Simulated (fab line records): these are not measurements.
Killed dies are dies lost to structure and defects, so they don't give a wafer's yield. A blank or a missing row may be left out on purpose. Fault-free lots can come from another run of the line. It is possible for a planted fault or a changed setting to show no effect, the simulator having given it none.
fab line records | flow n5Finfet | part 2 of 2: steps 4 to 6 of 6
[record] lots = 20 | wafers = 60 | lastDay = 20
route steps=1938 shown BEOL_M4@1040
lots untouched by any fault: they come from a run of this same line in which no faults occurred
startH: the number of hours between the record's first day and the start of the first shown wafer of the lot | waitH: hours since the lot's step before | " unchanged from the row above | L1.1+2: one row covering several wafers at once | - value missing, or start not given | * or withheld: withheld | < > ~ a bound
route shown NAME@n: names a module that has steps shown in the file, with the first one's number in the route | usual: mean/standard deviation taken from wafers without a fault | same: alike in all rows | chamber/n: place in a boat | sites: per-site readings | _std_site: standard deviation of those values | _edge_site: inner sites' mean taken away from outer sites' mean | radiusMm: for every site, how far away it sits from the centre of the wafer | mask NAME#n: copy n | behind: the tool/chamber that last shaped the wafer | hold: reason for holding the lot/hours on hold/outcome of the hold | device: the transistor (n, p or np) that didn't switch | end of line: the same wafers' tests at the end of the route | a step given without rows: its recipe and nothing more | killed: the dies lost at the first sort to structure and to defects; this is not the yield of the wafer | map: the dies of a wafer, with x for killed, . for not killed, _ for no die there
set.NAME: setting as actually run; set.NAME@STEP: the setting as run at that earlier step | model.NAME: the simulator's own value behind a step, which no gauge read
one table for each step of the route and one row for each wafer, over a sample of lots
services: a tool's chamber out of use, with start hour (startH, from the record's first day; less than 0 if before it), hours out, and reason
[[steps]]
[step N5_BEOL_M4_ANNEAL_80]
[recipe] tempC = 400 | timeS = 240 | ambient = vacuum
[usual] heaterPowerW = 852/84 | susceptorTempC = 400.00/0.22
lot.wafer | tool          | chamber | startH | waitH | heaterPowerW | susceptorTempC
L075.2    | pvdSputter-01 | -       | 185.75 | 0.0   | 859          | 400.28
L075.4    | "             | -       | "      | "     | 944          | 399.86
L075.6    | "             | -       | "      | "     | 940          | 399.85
L074.4    | pvdSputter-03 | -       | 187.39 | 0.0   | 794          | 400.00
L074.5    | "             | -       | "      | "     | 970          | 400.20
L074.6    | "             | -       | "      | "     | 810          | 399.88
L076.1    | pvdSputter-01 | -       | 193.41 | 0.0   | 856          | 400.41
L076.2    | "             | -       | "      | "     | 952          | 399.87
L076.5    | "             | -       | "      | "     | 839          | 399.66
L077.1    | pvdSputter-01 | -       | 209.17 | 0.0   | 872          | 400.30
L077.3    | "             | -       | "      | "     | 869          | 400.04
L077.5    | "             | -       | "      | "     | 961          | 399.88
L078.2    | pvdSputter-01 | -       | 212.03 | 0.0   | 849          | 399.93
L078.4    | "             | -       | "      | "     | 933          | 400.25
L078.5    | "             | -       | "      | "     | 956          | 400.13
L081.3    | pvdSputter-01 | -       | 221.51 | 0.0   | 886          | 400.67
L081.4    | "             | -       | "      | "     | 893          | 400.09
L081.5    | "             | -       | "      | "     | 881          | 400.11
L082.2    | pvdSputter-02 | -       | 230.44 | 0.0   | 790          | 400.02
L082.3    | "             | -       | "      | "     | 977          | 399.58
L082.5    | "             | -       | "      | "     | 802          | 400.04
L085.1    | pvdSputter-03 | -       | 234.46 | 0.0   | 818          | 399.66
L085.2    | "             | -       | "      | "     | 796          | 400.42
L085.6    | "             | -       | "      | "     | 791          | 400.12
L084.1    | pvdSputter-03 | -       | 236.84 | 0.0   | 772          | 400.13
L084.3    | "             | -       | "      | "     | 796          | 400.04
L084.6    | "             | -       | "      | "     | 782          | 399.93
L086.3    | pvdSputter-03 | -       | 259.48 | 0.0   | 800          | 399.75
L086.4    | "             | -       | "      | "     | 961          | 399.50
L086.5    | "             | -       | "      | "     | 938          | 399.93
L089.1    | pvdSputter-03 | -       | 266.26 | 0.0   | 808          | 399.80
L089.3    | "             | -       | "      | "     | 764          | 399.85
L089.4    | "             | -       | "      | "     | 792          | 399.61
L087.3    | pvdSputter-02 | -       | 268.09 | 0.0   | 676          | 399.57
L087.5    | "             | -       | "      | "     | 971          | 400.00
L087.6    | "             | -       | "      | "     | 696          | 400.31
L090.2    | pvdSputter-01 | -       | 269.83 | 0.0   | 860          | 400.35
L090.3    | "             | -       | "      | "     | 934          | 400.26
L090.4    | "             | -       | "      | "     | 957          | 400.40
L088.1    | pvdSputter-03 | -       | 277.60 | 0.0   | 809          | 399.97
L088.2    | "             | -       | "      | "     | 953          | 400.43
L088.5    | "             | -       | "      | "     | 769          | 399.84
L091.3    | pvdSputter-03 | -       | 280.06 | 0.0   | 772          | 400.17
L091.5    | "             | -       | "      | "     | 766          | 400.11
L091.6    | "             | -       | "      | "     | 802          | 399.75
L092.2    | pvdSputter-01 | -       | 284.41 | 0.0   | 872          | 399.96
L092.5    | "             | -       | "      | "     | 869          | 400.24
L092.6    | "             | -       | "      | "     | 866          | 399.96
L093.1    | pvdSputter-02 | -       | 298.08 | 0.0   | 986          | 399.80
L093.4    | "             | -       | "      | "     | 791          | 400.29
L093.5    | "             | -       | "      | "     | 790          | 400.17
L095.2    | pvdSputter-03 | -       | 299.78 | 0.0   | 960          | 399.78
L095.3    | "             | -       | "      | "     | 765          | 399.84
L095.5    | "             | -       | "      | "     | 809          | 400.13
L096.1    | pvdSputter-02 | -       | 328.07 | 0.0   | 796          | 400.13
L096.3    | "             | -       | "      | "     | 681          | 400.19
L096.5    | "             | -       | "      | "     | 686          | 400.02
L097.1    | pvdSputter-01 | -       | 353.17 | 0.0   | 954          | 400.16
L097.2    | "             | -       | "      | "     | 855          | 399.93
L097.3    | "             | -       | "      | "     | 860          | 400.07
[step N5_BEOL_M4_CMP_52]
[recipe] stopOn = SiOC | tOverpolishS = 6.8 | downForcePsi = 1 | platenRpm = 50 | clearingPlatenDownForcePsi = 1.5 | clearingPlatenRpm = 50 | postCmpClean = cuAlkaline | targetThkNm = 40 | clearingPlatenPadVelocityMS = 0.99484 | padVelocityMS = 0.99484
[usual] barrierFieldEndpointS = 24.7/0.63 | motorCurrentA = 6.2/0.53 | overpolishRunS = 6.800/0.0096 | timeToEndpointS = 63/3
lot.wafer | tool   | chamber | startH | waitH | barrierFieldEndpointS | motorCurrentA | overpolishRunS | timeToEndpointS
L075.4    | cmp-01 | 0       | 187.74 | 0.2   | 24.4                  | 7.1           | 6.807          | 61
L075.2    | "      | 1       | "      | "     | 25.8                  | 6.4           | 6.808          | 66
L075.6    | "      | 0       | "      | "     | 24.7                  | 7.3           | 6.798          | 63
L074.4    | cmp-02 | 0       | 189.74 | 0.2   | 25.3                  | 5.6           | 6.804          | 64
L074.6    | "      | 3       | "      | "     | 24.9                  | 6.0           | 6.814          | 65
L074.5    | "      | 0       | "      | "     | 24.5                  | 5.8           | 6.806          | 64
L076.2    | cmp-01 | 3       | 195.38 | 0.2   | 24.1                  | 6.0           | 6.818          | 62
L076.1    | "      | 1       | "      | "     | 25.0                  | 6.1           | 6.807          | 67
L076.5    | "      | 0       | "      | "     | 24.6                  | 7.3           | 6.797          | 61
L077.1    | cmp-01 | 2       | 211.31 | 0.4   | 24.5                  | 6.3           | 6.796          | 62
L077.3    | "      | 0       | "      | "     | 24.3                  | 7.6           | 6.792          | 62
L077.5    | "      | 2       | "      | "     | 24.7                  | 5.7           | 6.813          | 63
L078.2    | cmp-01 | 2       | 214.26 | 0.3   | 23.7                  | 6.4           | 6.792          | 60
L078.4    | "      | 3       | "      | "     | 24.4                  | 6.1           | 6.803          | 62
L078.5    | "      | 1       | "      | "     | 25.1                  | 5.7           | 6.795          | 64
L081.3    | cmp-01 | 3       | 223.53 | 0.2   | 25.0                  | 5.9           | 6.807          | 65
L081.4    | "      | 0       | "      | "     | 24.1                  | 7.4           | 6.796          | 56
L081.5    | "      | 2       | "      | "     | 24.9                  | 6.3           | 6.807          | 60
L082.2    | cmp-02 | 3       | 232.84 | 0.5   | 24.7                  | 5.9           | 6.794          | 64
L082.3    | "      | 1       | "      | "     | 25.1                  | 5.9           | 6.804          | 67
L082.5    | "      | 2       | "      | "     | 24.3                  | 6.1           | 6.805          | 60
L085.2    | cmp-02 | 2       | 236.42 | 0.2   | 23.8                  | 5.8           | 6.800          | 59
L085.1    | "      | 1       | "      | "     | 24.7                  | 5.7           | 6.798          | 65
L085.6    | "      | 3       | "      | "     | 24.2                  | 5.7           | 6.792          | 63
L084.1    | cmp-01 | 3       | 238.79 | 0.3   | 24.2                  | 6.1           | 6.803          | 62
L084.3    | "      | 0       | "      | "     | 24.5                  | 7.7           | 6.816          | 62
L084.6    | "      | 3       | "      | "     | 24.3                  | 6.4           | 6.789          | 65
L086.4    | cmp-02 | 2       | 261.83 | 0.2   | 24.3                  | 6.0           | 6.801          | 57
L086.3    | "      | 3       | "      | "     | 24.3                  | 5.7           | 6.796          | 64
L086.5    | "      | 2       | "      | "     | 24.6                  | 6.2           | 6.806          | 56
L089.3    | cmp-01 | 3       | 269.29 | 0.3   | 24.4                  | 5.9           | 6.782          | 66
L089.4    | "      | 0       | "      | "     | 24.3                  | 7.7           | 6.785          | 62
L089.1    | "      | 1       | "      | "     | 25.3                  | 5.8           | 6.803          | 69
L087.3    | cmp-01 | 0       | 270.43 | 0.4   | 24.5                  | 7.2           | 6.805          | 62
L087.5    | "      | 2       | "      | "     | 24.6                  | 6.2           | 6.795          | 61
L087.6    | "      | 3       | "      | "     | 26.1                  | 6.7           | 6.789          | 67
L090.2    | cmp-01 | 0       | 271.79 | 0.2   | 24.4                  | 7.1           | 6.797          | 60
L090.4    | "      | 1       | "      | "     | 25.4                  | 6.1           | 6.782          | 68
L090.3    | "      | 3       | "      | "     | 25.0                  | 6.3           | 6.793          | 67
L088.1    | cmp-02 | 3       | 279.56 | 0.3   | 24.2                  | 6.0           | 6.801          | 59
L088.2    | "      | 1       | "      | "     | 23.9                  | 6.2           | 6.791          | 63
L088.5    | "      | 3       | "      | "     | 24.6                  | 5.7           | 6.789          | 63
L091.3    | cmp-01 | 1       | 282.09 | 0.2   | 25.1                  | 6.1           | 6.807          | 64
L091.5    | "      | 3       | "      | "     | 24.1                  | 6.4           | 6.779          | 60
L091.6    | "      | 0       | "      | "     | 23.6                  | 7.8           | 6.805          | 55
L092.2    | cmp-01 | 1       | 286.47 | 0.3   | 25.7                  | 5.9           | 6.801          | 67
L092.6    | "      | 2       | "      | "     | 24.9                  | 6.2           | 6.795          | 63
L092.5    | "      | 3       | "      | "     | 24.8                  | 6.0           | 6.800          | 61
L093.1    | cmp-01 | 3       | 300.07 | 0.3   | 23.9                  | 6.1           | 6.803          | 64
L093.4    | "      | 1       | "      | "     | 24.8                  | 6.2           | 6.807          | 72
L093.5    | "      | 3       | "      | "     | 24.7                  | 6.1           | 6.797          | 64
L095.3    | cmp-03 | 0       | 301.74 | 0.2   | 24.6                  | 6.0           | 6.804          | 63
L095.2    | "      | 1       | "      | "     | 24.7                  | 6.1           | 6.819          | 64
L095.5    | "      | 0       | "      | "     | 25.4                  | 6.0           | 6.807          | 66
L096.1    | cmp-01 | 1       | 330.12 | 0.3   | 25.7                  | 6.0           | 6.787          | 68
L096.3    | "      | 2       | "      | "     | 24.8                  | 6.2           | 6.786          | 61
L096.5    | "      | 0       | "      | "     | 25.7                  | 7.4           | 6.803          | 63
L097.2    | cmp-03 | 2       | 355.12 | 0.2   | 24.9                  | 5.4           | 6.805          | 61
L097.3    | "      | 3       | "      | "     | 23.8                  | 6.3           | 6.804          | 58
L097.1    | "      | 0       | "      | "     | 24.5                  | 6.0           | 6.794          | 62
[step N5_BEOL_M4_CO_CAP_55]
[recipe] material = Co | targetThkA = 20 | tempC = 200 | precursor = CCTBA/H2 | pressureTorr = 30 | timeS = 102.1
[usual] heaterPowerW = 224/17 | susceptorTempC = 200.00/0.15
lot.wafer | tool     | chamber | startH | waitH | heaterPowerW | susceptorTempC
L075.2    | cvdCo-02 | 2       | 188.17 | 0.0   | 224          | 200.36
L075.4    | "        | 0       | "      | "     | 234          | 200.27
L075.6    | "        | 2       | "      | "     | 229          | 200.15
L074.4    | cvdCo-01 | 1       | 190.13 | 0.1   | 216          | 200.01
L074.5    | "        | 1       | "      | "     | 220          | 199.95
L074.6    | "        | 2       | "      | "     | 191          | 200.04
L076.1    | cvdCo-02 | 0       | 195.75 | 0.0   | 235          | 199.99
L076.2    | "        | 2       | "      | "     | 220          | 200.11
L076.5    | "        | 2       | "      | "     | 221          | 200.32
L077.1    | cvdCo-02 | 0       | 211.65 | 0.0   | 230          | 199.98
L077.3    | "        | 2       | "      | "     | 223          | 200.01
L077.5    | "        | 0       | "      | "     | 234          | 199.90
L078.2    | cvdCo-02 | 2       | 214.56 | 0.0   | 224          | 200.09
L078.4    | "        | 2       | "      | "     | 221          | 200.12
L078.5    | "        | 0       | "      | "     | 234          | 200.08
L081.3    | cvdCo-01 | 1       | 223.86 | 0.0   | 217          | 200.11
L081.4    | "        | 0       | "      | "     | 215          | 199.75
L081.5    | "        | 1       | "      | "     | 216          | 199.99
L082.2    | cvdCo-01 | 1       | 233.33 | 0.0   | 223          | 199.80
L082.3    | "        | 2       | "      | "     | 198          | 200.12
L082.5    | "        | 1       | "      | "     | 217          | 199.80
L085.1    | cvdCo-01 | 1       | 236.79 | 0.0   | 221          | 199.85
L085.2    | "        | 2       | "      | "     | 195          | 199.84
L085.6    | "        | 0       | "      | "     | 217          | 200.10
L084.1    | cvdCo-02 | 1       | 239.16 | 0.0   | 255          | 200.06
L084.3    | "        | 2       | "      | "     | 228          | 200.11
L084.6    | "        | 2       | "      | "     | 223          | 200.05
L086.3    | cvdCo-02 | 2       | 262.16 | 0.0   | 222          | 200.14
L086.4    | "        | 1       | "      | "     | 256          | 199.87
L086.5    | "        | 0       | "      | "     | 234          | 200.10
L089.1    | cvdCo-02 | 2       | 269.63 | 0.0   | 219          | 200.15
L089.3    | "        | 0       | "      | "     | 231          | 199.70
L089.4    | "        | 2       | "      | "     | 222          | 199.97
L087.3    | cvdCo-02 | 2       | 270.72 | 0.0   | 225          | 200.00
L087.5    | "        | 1       | "      | "     | 249          | 200.20
L087.6    | "        | 0       | "      | "     | 241          | 199.92
L090.2    | cvdCo-01 | 1       | 272.16 | 0.0   | 217          | 200.20
L090.3    | "        | 0       | "      | "     | 217          | 199.83
L090.4    | "        | 2       | "      | "     | 195          | 200.04
L088.1    | cvdCo-01 | 2       | 279.95 | 0.0   | 196          | 199.85
L088.2    | "        | 1       | "      | "     | 219          | 200.17
L088.5    | "        | 2       | "      | "     | 197          | 199.94
L091.3    | cvdCo-01 | 1       | 282.44 | 0.1   | 223          | 199.79
L091.5    | "        | 2       | "      | "     | 192          | 199.92
L091.6    | "        | 1       | "      | "     | 218          | 200.07
L092.2    | cvdCo-02 | 1       | 286.73 | 0.0   | 252          | 200.20
L092.5    | "        | 1       | "      | "     | 253          | 200.07
L092.6    | "        | 2       | "      | "     | 227          | 199.89
L093.1    | cvdCo-02 | 0       | 300.49 | 0.0   | 235          | 199.95
L093.4    | "        | 2       | "      | "     | 227          | 200.24
L093.5    | "        | 1       | "      | "     | 244          | 200.01
L095.2    | cvdCo-02 | 0       | 302.11 | 0.0   | 233          | 200.09
L095.3    | "        | 2       | "      | "     | 223          | 200.08
L095.5    | "        | 1       | "      | "     | 248          | 199.95
L096.1    | cvdCo-01 | 2       | 330.43 | 0.0   | 198          | 199.77
L096.3    | "        | 1       | "      | "     | 219          | 199.94
L096.5    | "        | 2       | "      | "     | 198          | 199.81
L097.1    | cvdCo-01 | 0       | 355.49 | 0.0   | 219          | 200.07
L097.2    | "        | 1       | "      | "     | 224          | 199.99
L097.3    | "        | 2       | "      | "     | 195          | 200.19
[[services]]
tool       | chamber | startH | hours | kind
cmp-02     | -       | 150.48 | 1.0   | repair
cvdCo-02   | -       | 157.45 | 0.8   | repair
rieDiel-04 | 2       | 158.20 | 4.0   | repair
rieDiel-04 | 1       | 175.91 | 66.9  | repair
cvdCo-01   | 0       | 186.88 | 23.8  | repair
rieDiel-01 | -       | 218.42 | 14.6  | pm
cvdCo-02   | -       | 222.41 | 14.6  | pm
cmp-02     | -       | 224.86 | 4.0   | pm
cmp-01     | -       | 231.26 | 4.0   | pm
cmp-01     | -       | 258.05 | 0.7   | repair
cvdCo-01   | 0       | 273.32 | 15.6  | repair
cmp-01     | -       | 274.28 | 3.0   | repair
cmp-02     | -       | 287.83 | 1.1   | repair
cvdCo-01   | 1       | 288.80 | 24.4  | repair
cvdCo-01   | 0       | 293.30 | 39.6  | repair
cmp-02     | -       | 297.46 | 1.7   | repair
rieDiel-02 | 1       | 300.39 | 15.4  | repair
cmp-02     | -       | 304.38 | 24.4  | pm
rieDiel-02 | 3       | 305.25 | 2.1   | repair
rieDiel-04 | 1       | 308.27 | 2.9   | repair
cvdCo-02   | -       | 309.43 | 2.8   | pm
rieDiel-04 | 0       | 311.57 | 9.9   | repair
rieDiel-04 | 3       | 346.23 | 10.6  | repair
rieDiel-04 | -       | 352.25 | 0.6   | repair
